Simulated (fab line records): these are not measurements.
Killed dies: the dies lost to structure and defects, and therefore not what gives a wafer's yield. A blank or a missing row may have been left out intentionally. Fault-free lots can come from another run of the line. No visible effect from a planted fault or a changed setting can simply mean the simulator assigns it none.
fab line records | flow n5Finfet | part 2 of 2: steps 4 to 6 of 6
record lots=23 | wafers=69 | lastDay=20
route steps=1938 shown BEOL_M3@969
lots that met no fault: taken from a fault-free run of the same line
startH: the number of hours between the record's first day and the start of the first shown wafer of the lot | waitH: hours since the lot's step before | " unchanged from the row above | L1.1+2: several wafers, shown together as one row | - no value present, or no start provided | * or withheld: withheld | < > ~ a bound
route shown NAME@n: a module of which the file shows steps, and the number in the route of the first | usual: mean and standard deviation over wafers with no fault | same: alike in all rows | chamber/n: place in a boat | sites: readings site by site | _std_site: standard deviation across them | _edge_site: mean of outer sites minus mean of inner sites | radiusMm: for every site, how far away it sits from the centre of the wafer | mask NAME#n: copy n | behind: the tool/chamber that last shaped the wafer | hold: what put the lot on hold/how long, in hours/how the hold closed | device: names the non-switching transistor (n, p or np) | end of line: tests run on the same wafers once the route is complete | a step given without rows: its recipe and nothing more | killed: the dies lost at the first sort to structure and to defects; this is not the yield of the wafer | map: per-die view of a wafer (x killed, . not killed, _ where there is no die)
set.NAME: the run value of the setting; set.NAME@STEP: its run value at that earlier step | model.NAME: the simulator's own value behind a step, which no gauge read
route steps across a sampled set of lots; one table per step, one row per wafer
services: a tool's chamber out of use, with start hour (startH, from the record's first day; less than 0 if before it), hours out, and reason
## steps
# step N5_BEOL_M3_VIA_ETCH_34
# recipe chemistry=C4F6/O2 | targetDepthA=694 | maskMaterial=SOC | pressureMtorr=15 | ionEnergyEv=250 | taperDeg=4 | timeS=65.9 | sourceW=350 | biasW=170 | Ar_flow_sccm=300 | C4F6_flow_sccm=10 | O2_flow_sccm=10
# usual drypumpMotorCurrentA=5.8/0.4 | oes_f_703_au=0.79/0.077 | oesProductAu=0.80/0.085 | rfVppV=660/8.9 | showerheadPlenumPTorr=2.83/0.08 | throttleValvePct=30.64/0.24
lot.wafer | tool       | chamber | startH | waitH | drypumpMotorCurrentA | oes_f_703_au | oesProductAu | rfHoursCounterH | rfVppV | showerheadPlenumPTorr | throttleValvePct
L075.2    | rieDiel-02 | 3       | 151.72 | 0.0   | 5.5                  | 0.88         | 0.90         | 17              | 659    | 3.00                  | 30.49
L075.5    | "          | 0       | "      | "     | 6.3                  | 0.75         | 0.73         | -               | 669    | 2.81                  | 30.32
L075.6    | "          | 3       | "      | "     | 5.5                  | 0.88         | 0.91         | -               | 659    | 3.00                  | 30.47
L074.2    | rieDiel-02 | 2       | 155.80 | 0.0   | 6.4                  | 0.86         | 0.88         | 28              | 663    | 2.88                  | 30.33
L074.4    | "          | 3       | "      | "     | 5.5                  | 0.87         | 0.90         | 18              | 660    | 3.00                  | 30.49
L074.6    | "          | 0       | "      | "     | 6.3                  | 0.74         | 0.74         | -               | 667    | 2.80                  | 30.29
L076.2    | rieDiel-02 | 2       | 166.94 | 0.0   | 6.4                  | 0.86         | 0.87         | 33              | 663    | 2.88                  | 30.34
L076.3    | "          | 3       | "      | "     | 5.5                  | 0.87         | 0.88         | 23              | 660    | 3.00                  | 30.51
L076.4    | "          | 3       | "      | "     | 5.5                  | 0.86         | 0.88         | -               | 660    | 3.00                  | 30.51
L077.2    | rieDiel-02 | 0       | 171.87 | 0.0   | 6.3                  | 0.74         | 0.73         | 183             | 668    | 2.80                  | 30.34
L077.4    | "          | 0       | "      | "     | 6.3                  | 0.75         | 0.72         | -               | 668    | 2.80                  | 30.32
L077.5    | "          | 2       | "      | "     | 6.4                  | 0.84         | 0.87         | -               | 663    | 2.88                  | 30.34
L078.1    | rieDiel-02 | 2       | 177.29 | 0.0   | 6.4                  | 0.85         | 0.85         | 37              | 664    | 2.88                  | 30.35
L078.2    | "          | 0       | "      | "     | 6.3                  | 0.74         | 0.72         | 184             | 667    | 2.80                  | 30.32
L078.6    | "          | 3       | "      | "     | 5.5                  | 0.86         | 0.87         | -               | 659    | 3.00                  | 30.50
L079.2    | rieDiel-04 | 2       | 181.13 | 0.0   | 5.9                  | 0.71         | 0.70         | 220             | 678    | 2.82                  | 30.68
L079.3    | "          | 0       | "      | "     | 5.5                  | 0.75         | 0.72         | 196             | 660    | 2.80                  | 30.64
L079.4    | "          | 1       | "      | "     | 5.4                  | 0.81         | 0.81         | 86              | 644    | 2.75                  | 30.77
L080.1    | rieDiel-03 | 0       | 183.86 | 0.0   | 5.4                  | 0.73         | 0.74         | 176             | 655    | 2.73                  | 31.09
L080.3    | "          | 2       | "      | "     | 5.6                  | 0.68         | 0.69         | 238             | 678    | 2.82                  | 31.29
L080.4    | "          | 3       | "      | "     | 5.7                  | 0.67         | 0.68         | 250             | 658    | 2.90                  | 30.60
L081.3    | rieDiel-04 | 1       | 187.37 | 0.0   | 5.4                  | 0.81         | 0.81         | 88              | 642    | 2.75                  | 30.77
L081.5    | "          | 2       | "      | "     | 6.0                  | 0.70         | 0.71         | -               | 677    | 2.82                  | 30.66
L081.6    | "          | 1       | "      | "     | 5.4                  | 0.81         | 0.80         | -               | 642    | 2.75                  | 30.78
L082.1    | rieDiel-03 | 0       | 200.53 | 0.0   | 5.5                  | 0.72         | 0.73         | 181             | 656    | 2.72                  | 31.11
L082.3    | "          | 3       | "      | "     | 5.7                  | 0.96         | 0.95         | 0               | 658    | 2.90                  | 30.43
L082.5    | "          | 1       | "      | "     | 5.3                  | 0.92         | 0.92         | -               | 652    | 2.90                  | 30.93
L084.2    | rieDiel-03 | 3       | 212.26 | 0.0   | 5.7                  | 0.93         | 0.95         | 1               | 659    | 2.90                  | 30.40
L084.5    | "          | 3       | "      | "     | 5.7                  | 0.93         | 0.96         | -               | 658    | 2.90                  | 30.42
L084.6    | "          | 0       | "      | "     | 5.5                  | 0.73         | 0.72         | -               | 655    | 2.72                  | 31.09
L085.1    | rieDiel-04 | 3       | 214.92 | 0.0   | 6.1                  | 0.89         | 0.88         | 52              | 650    | 2.78                  | 30.60
L085.3    | "          | 1       | "      | "     | 5.4                  | 0.80         | 0.80         | 95              | 645    | 2.75                  | 30.78
L085.6    | "          | 1       | "      | "     | 5.4                  | 0.80         | 0.80         | -               | 644    | 2.75                  | 30.79
L087.1    | rieDiel-02 | 0       | 268.92 | 0.0   | 6.3                  | 0.72         | 0.70         | 213             | 668    | 2.79                  | 30.35
L087.2    | "          | 1       | "      | "     | 6.4                  | 0.69         | 0.70         | 214             | 667    | 2.82                  | 30.68
L087.5    | "          | 0       | "      | "     | 6.3                  | 0.72         | 0.70         | -               | 668    | 2.79                  | 30.35
L088.1    | rieDiel-03 | 3       | 277.49 | 0.0   | 5.7                  | 0.86         | 0.87         | 27              | 659    | 2.89                  | 30.45
L088.2    | "          | 2       | "      | "     | 5.7                  | 0.92         | 0.96         | 6               | 678    | 2.81                  | 30.87
L088.4    | "          | 1       | "      | "     | 5.2                  | 0.85         | 0.86         | 38              | 653    | 2.89                  | 30.94
L086.1    | rieDiel-04 | 0       | 277.50 | 0.0   | 5.6                  | 0.72         | 0.70         | 229             | 660    | 2.79                  | 30.68
L086.5    | "          | 3       | "      | "     | 6.1                  | 0.86         | 0.86         | -               | 650    | 2.77                  | 30.63
L086.6    | "          | 1       | "      | "     | 5.4                  | 0.78         | 0.78         | -               | 643    | 2.74                  | 30.82
L089.3    | rieDiel-02 | 3       | 281.86 | 0.0   | 5.5                  | 0.81         | 0.84         | 59              | 659    | 2.98                  | 30.55
L089.4    | "          | 0       | "      | "     | 6.3                  | 0.72         | 0.70         | 216             | 667    | 2.79                  | 30.35
L089.6    | "          | 0       | "      | "     | 6.3                  | 0.71         | 0.70         | -               | 667    | 2.79                  | 30.35
L091.3    | rieDiel-02 | 2       | 283.44 | 0.0   | 6.4                  | 0.80         | 0.82         | 71              | 662    | 2.86                  | 30.40
L091.5    | "          | 3       | "      | "     | 5.5                  | 0.81         | 0.83         | -               | 658    | 2.98                  | 30.54
L091.6    | "          | 2       | "      | "     | 6.4                  | 0.80         | 0.82         | -               | 663    | 2.86                  | 30.39
L095.3    | rieDiel-03 | 3       | 283.50 | 0.0   | 5.7                  | 0.86         | 0.86         | 28              | 657    | 2.89                  | 30.45
L095.5    | "          | 2       | "      | "     | 5.7                  | 0.95         | 0.96         | -               | 678    | 2.81                  | 30.88
L095.6    | "          | 3       | "      | "     | 5.7                  | 0.85         | 0.87         | -               | 658    | 2.89                  | 30.45
L096.1    | rieDiel-04 | 1       | 283.68 | 0.0   | 5.4                  | 0.78         | 0.77         | 119             | 643    | 2.74                  | 30.81
L096.5    | "          | 1       | "      | "     | 5.4                  | 0.77         | 0.77         | -               | 643    | 2.74                  | 30.81
L096.6    | "          | 3       | "      | "     | 6.1                  | 0.85         | 0.84         | -               | 651    | 2.77                  | 30.63
L093.3    | rieDiel-04 | 3       | 286.47 | 0.0   | 6.1                  | 0.86         | 0.84         | 74              | 651    | 2.77                  | 30.62
L093.4    | "          | 1       | "      | "     | 5.4                  | 0.78         | 0.78         | -               | 643    | 2.74                  | 30.82
L093.6    | "          | 0       | "      | "     | 5.5                  | 0.72         | 0.69         | -               | 659    | 2.79                  | 30.69
L090.2    | rieDiel-02 | 0       | 287.80 | 0.0   | 6.3                  | 0.72         | 0.70         | 217             | 667    | 2.79                  | 30.36
L090.4    | "          | 1       | "      | "     | 6.4                  | 0.69         | 0.70         | 219             | 668    | 2.81                  | 30.68
L090.5    | "          | 2       | "      | "     | 6.3                  | 0.80         | 0.80         | -               | 663    | 2.86                  | 30.38
L094.1    | rieDiel-03 | 1       | 287.87 | 0.0   | 5.2                  | 0.86         | 0.87         | 41              | 652    | 2.89                  | 30.97
L094.4    | "          | 2       | "      | "     | 5.7                  | 0.92         | 0.95         | 9               | 677    | 2.81                  | 30.88
L094.5    | "          | 3       | "      | "     | 5.7                  | 0.85         | 0.88         | -               | 659    | 2.89                  | 30.46
L092.1    | rieDiel-03 | 1       | 288.24 | 0.0   | 5.2                  | 0.85         | 0.86         | 41              | 651    | 2.89                  | 30.98
L092.3    | "          | 3       | "      | "     | 5.7                  | 0.86         | 0.87         | 30              | 658    | 2.89                  | 30.46
L092.5    | "          | 0       | "      | "     | 5.5                  | 0.70         | 0.70         | -               | 655    | 2.71                  | 31.13
L097.4    | rieDiel-02 | 2       | 293.44 | 0.0   | 6.3                  | 0.79         | 0.81         | 74              | 662    | 2.86                  | 30.40
L097.5    | "          | 1       | "      | "     | 6.4                  | 0.69         | 0.70         | -               | 667    | 2.81                  | 30.67
L097.6    | "          | 2       | "      | "     | 6.4                  | 0.80         | 0.80         | -               | 664    | 2.86                  | 30.38
# step N5_BEOL_M3_ANNEAL_51
# recipe tempC=225 | timeS=90 | ambient=N2
# usual wafer_temp_C_max=226.1/0.36
lot.wafer | tool         | chamber | startH | waitH | wafer_temp_C_max
L075.2    | rtpAnneal-01 | 0       | 155.32 | 0.1   | 226.8
L075.5    | "            | 0       | "      | "     | 226.5
L075.6    | "            | 0       | "      | "     | 226.7
L074.2    | rtpAnneal-01 | 0       | 159.33 | 0.1   | 226.0
L074.4    | "            | 0       | "      | "     | 226.6
L074.6    | "            | 0       | "      | "     | 226.1
L076.2    | rtpAnneal-02 | 0       | 171.23 | 0.1   | 225.5
L076.3    | "            | 0       | "      | "     | 225.6
L076.4    | "            | 0       | "      | "     | 225.7
L077.2    | rtpAnneal-02 | 0       | 177.35 | 0.1   | 225.7
L077.4    | "            | 0       | "      | "     | 225.5
L077.5    | "            | 0       | "      | "     | 225.8
L078.1    | rtpAnneal-02 | 0       | 180.42 | 0.1   | 225.9
L078.2    | "            | 0       | "      | "     | 225.9
L078.6    | "            | 0       | "      | "     | 225.7
L079.2    | rtpAnneal-01 | 0       | 184.73 | 0.1   | 226.5
L079.3    | "            | 0       | "      | "     | 226.4
L079.4    | "            | 0       | "      | "     | 226.7
L080.1    | rtpAnneal-01 | 0       | 187.29 | 0.1   | 226.6
L080.3    | "            | 0       | "      | "     | 226.0
L080.4    | "            | 0       | "      | "     | 226.3
L081.3    | rtpAnneal-02 | 0       | 190.96 | 0.1   | 226.0
L081.5    | "            | 0       | "      | "     | 226.0
L081.6    | "            | 0       | "      | "     | 226.2
L082.1    | rtpAnneal-01 | 0       | 203.69 | 0.1   | 226.5
L082.3    | "            | 0       | "      | "     | 226.0
L082.5    | "            | 0       | "      | "     | 227.1
L084.2    | rtpAnneal-01 | 0       | 215.62 | 0.1   | 226.1
L084.5    | "            | 0       | "      | "     | 226.3
L084.6    | "            | 0       | "      | "     | 226.5
L085.1    | rtpAnneal-02 | 0       | 218.54 | 0.3   | 226.2
L085.3    | "            | 0       | "      | "     | 226.0
L085.6    | "            | 0       | "      | "     | 225.9
L087.1    | rtpAnneal-01 | 0       | 272.29 | 0.1   | 226.4
L087.2    | "            | 0       | "      | "     | 226.4
L087.5    | "            | 0       | "      | "     | 226.2
L088.1    | rtpAnneal-02 | 0       | 281.33 | 0.1   | 225.5
L088.2    | "            | 0       | "      | "     | 226.0
L088.4    | "            | 0       | "      | "     | 226.2
L086.1    | rtpAnneal-01 | 0       | 282.56 | 0.1   | 226.2
L086.5    | "            | 0       | "      | "     | 226.4
L086.6    | "            | 0       | "      | "     | 226.1
L089.3    | rtpAnneal-02 | 0       | 286.57 | 0.1   | 225.8
L089.4    | "            | 0       | "      | "     | 225.9
L089.6    | "            | 0       | "      | "     | 226.0
L091.3    | rtpAnneal-02 | 0       | 286.95 | 0.1   | 225.7
L091.5    | "            | 0       | "      | "     | 226.2
L091.6    | "            | 0       | "      | "     | 225.7
L095.3    | rtpAnneal-01 | 0       | 288.40 | 0.1   | 226.2
L095.5    | "            | 0       | "      | "     | 226.2
L095.6    | "            | 0       | "      | "     | 226.3
L096.1    | rtpAnneal-02 | 0       | 288.52 | 0.3   | 226.1
L096.5    | "            | 0       | "      | "     | 226.2
L096.6    | "            | 0       | "      | "     | 225.5
L093.3    | rtpAnneal-02 | 0       | 290.42 | 0.1   | 225.7
L093.4    | "            | 0       | "      | "     | 225.9
L093.6    | "            | 0       | "      | "     | 225.6
L090.2    | rtpAnneal-02 | 0       | 291.13 | 0.1   | 225.9
L090.4    | "            | 0       | "      | "     | 225.6
L090.5    | "            | 0       | "      | "     | 225.7
L094.1    | rtpAnneal-01 | 0       | 292.17 | 0.1   | 226.5
L094.4    | "            | 0       | "      | "     | 226.2
L094.5    | "            | 0       | "      | "     | 226.2
L092.1    | rtpAnneal-02 | 0       | 293.42 | 0.1   | 226.0
L092.3    | "            | 0       | "      | "     | 226.1
L092.5    | "            | 0       | "      | "     | 225.7
L097.4    | rtpAnneal-01 | 0       | 297.05 | 0.2   | 226.6
L097.5    | "            | 0       | "      | "     | 226.3
L097.6    | "            | 0       | "      | "     | 226.3
# step N5_BEOL_M3_RS_MEAS_58
# recipe thkMeasGauge=four-point-probe | reads=Co_of_BEOL_M3_CO_CAP_55+Cu_of_BEOL_M3_ECD_50+Co_of_BEOL_M3_CVD_47+TaN_of_BEOL_M3_ALD_84
# usual M3_RS=0.66/0.031
lot.wafer | tool         | chamber | startH | waitH | M3_RS[ohm/sq]
L075.2    | filmMetro-02 | -       | 156.14 | 0.1   | 0.63
L075.5    | "            | -       | "      | "     | 0.65
L075.6    | "            | -       | "      | "     | 0.66
L074.2    | filmMetro-02 | -       | 160.15 | 0.1   | 0.63
L074.4    | "            | -       | "      | "     | 0.65
L074.6    | "            | -       | "      | "     | 0.61
L076.2    | filmMetro-01 | -       | 172.04 | 0.1   | 0.67
L076.3    | "            | -       | "      | "     | 0.66
L076.4    | "            | -       | "      | "     | 0.69
L077.2    | filmMetro-01 | -       | 178.22 | 0.1   | 0.70
L077.4    | "            | -       | "      | "     | 0.66
L077.5    | "            | -       | "      | "     | 0.68
L078.1    | filmMetro-01 | -       | 181.30 | 0.1   | 0.71
L078.2    | "            | -       | "      | "     | 0.77
L078.6    | "            | -       | "      | "     | 0.63
L079.2    | filmMetro-01 | -       | 185.77 | 0.1   | 0.68
L079.3    | "            | -       | "      | "     | 0.66
L079.4    | "            | -       | "      | "     | 0.63
L080.1    | filmMetro-01 | -       | 188.18 | 0.0   | 0.67
L080.3    | "            | -       | "      | "     | 0.68
L080.4    | "            | -       | "      | "     | 0.66
L081.3    | filmMetro-01 | -       | 191.73 | 0.1   | 0.72
L081.5    | "            | -       | "      | "     | 0.66
L081.6    | "            | -       | "      | "     | 0.65
L082.1    | filmMetro-01 | -       | 204.54 | 0.0   | 0.68
L082.3    | "            | -       | "      | "     | 0.65
L082.5    | "            | -       | "      | "     | 0.65
L084.2    | filmMetro-01 | -       | 216.62 | 0.1   | 0.74
L084.5    | "            | -       | "      | "     | 0.65
L084.6    | "            | -       | "      | "     | 0.67
L085.1    | filmMetro-01 | -       | 219.67 | 0.0   | 0.67
L085.3    | "            | -       | "      | "     | 0.71
L085.6    | "            | -       | "      | "     | 0.64
L087.1    | filmMetro-01 | -       | 273.14 | 0.0   | 0.67
L087.2    | "            | -       | "      | "     | 0.61
L087.5    | "            | -       | "      | "     | 0.65
L088.1    | filmMetro-02 | -       | 282.18 | 0.0   | 0.66
L088.2    | "            | -       | "      | "     | 0.67
L088.4    | "            | -       | "      | "     | 0.65
L086.1    | filmMetro-01 | -       | 283.41 | 0.0   | 0.66
L086.5    | "            | -       | "      | "     | 0.61
L086.6    | "            | -       | "      | "     | 0.65
L089.3    | filmMetro-02 | -       | 287.33 | 0.1   | 0.64
L089.4    | "            | -       | "      | "     | 0.63
L089.6    | "            | -       | "      | "     | 0.64
L091.3    | filmMetro-01 | -       | 287.71 | 0.1   | 0.66
L091.5    | "            | -       | "      | "     | 0.64
L091.6    | "            | -       | "      | "     | 0.67
L095.3    | filmMetro-01 | -       | 289.25 | 0.1   | 0.73
L095.5    | "            | -       | "      | "     | 0.65
L095.6    | "            | -       | "      | "     | 0.65
L096.1    | filmMetro-01 | -       | 289.40 | 0.1   | 0.71
L096.5    | "            | -       | "      | "     | 0.64
L096.6    | "            | -       | "      | "     | 0.65
L093.3    | filmMetro-01 | -       | 291.19 | 0.1   | 0.67
L093.4    | "            | -       | "      | "     | 0.64
L093.6    | "            | -       | "      | "     | 0.64
L090.2    | filmMetro-01 | -       | 291.99 | 0.1   | 0.73
L090.4    | "            | -       | "      | "     | 0.61
L090.5    | "            | -       | "      | "     | 0.67
L094.1    | filmMetro-02 | -       | 293.05 | 0.1   | 0.72
L094.4    | "            | -       | "      | "     | 0.66
L094.5    | "            | -       | "      | "     | 0.64
L092.1    | filmMetro-01 | -       | 294.29 | 0.0   | 0.69
L092.3    | "            | -       | "      | "     | 0.68
L092.5    | "            | -       | "      | "     | 0.67
L097.4    | filmMetro-02 | -       | 297.77 | 0.0   | 0.63
L097.5    | "            | -       | "      | "     | 0.63
L097.6    | "            | -       | "      | "     | 0.61
## services
tool       | chamber | startH | hours | kind
aldSin-01  | 1       | 121.31 | 1.8   | repair
rieDiel-03 | 1       | 151.97 | -     | clean
rieDiel-03 | 1       | 151.97 | -     | consumableReplace:focusRing
rieDiel-03 | 1       | 151.97 | 16.5  | scheduledDown
rieDiel-03 | 1       | 151.97 | 16.5  | ventCycle
aldSin-01  | 3       | 153.29 | 4.2   | repair
aldSin-03  | 3       | 154.82 | 1.4   | repair
rieDiel-02 | 1       | 157.61 | 19.4  | repair
rieDiel-04 | -       | 165.30 | 1.5   | repair
aldSin-01  | 0       | 171.95 | 2.6   | repair
rieDiel-03 | 3       | 185.10 | -     | clean
aldSin-03  | 3       | 202.14 | 5.8   | repair
rieDiel-03 | 3       | 204.86 | 4.9   | repair
rieDiel-03 | 2       | 206.36 | 7.5   | repair
aldSin-03  | 0       | 220.81 | 3.3   | repair
aldSin-02  | 0       | 227.88 | 15.1  | repair
aldSin-02  | -       | 262.68 | 2.7   | repair
aldSin-03  | -       | 268.25 | 14.0  | pm
rieDiel-04 | 2       | 276.93 | -     | clean
rieDiel-04 | 2       | 276.93 | -     | consumableReplace:focusRing
rieDiel-04 | 2       | 276.93 | 23.6  | scheduledDown
rieDiel-04 | 2       | 276.93 | 23.6  | ventCycle
aldSin-03  | -       | 282.25 | 2.8   | pm
rieDiel-04 | -       | 291.47 | 14.6  | pm
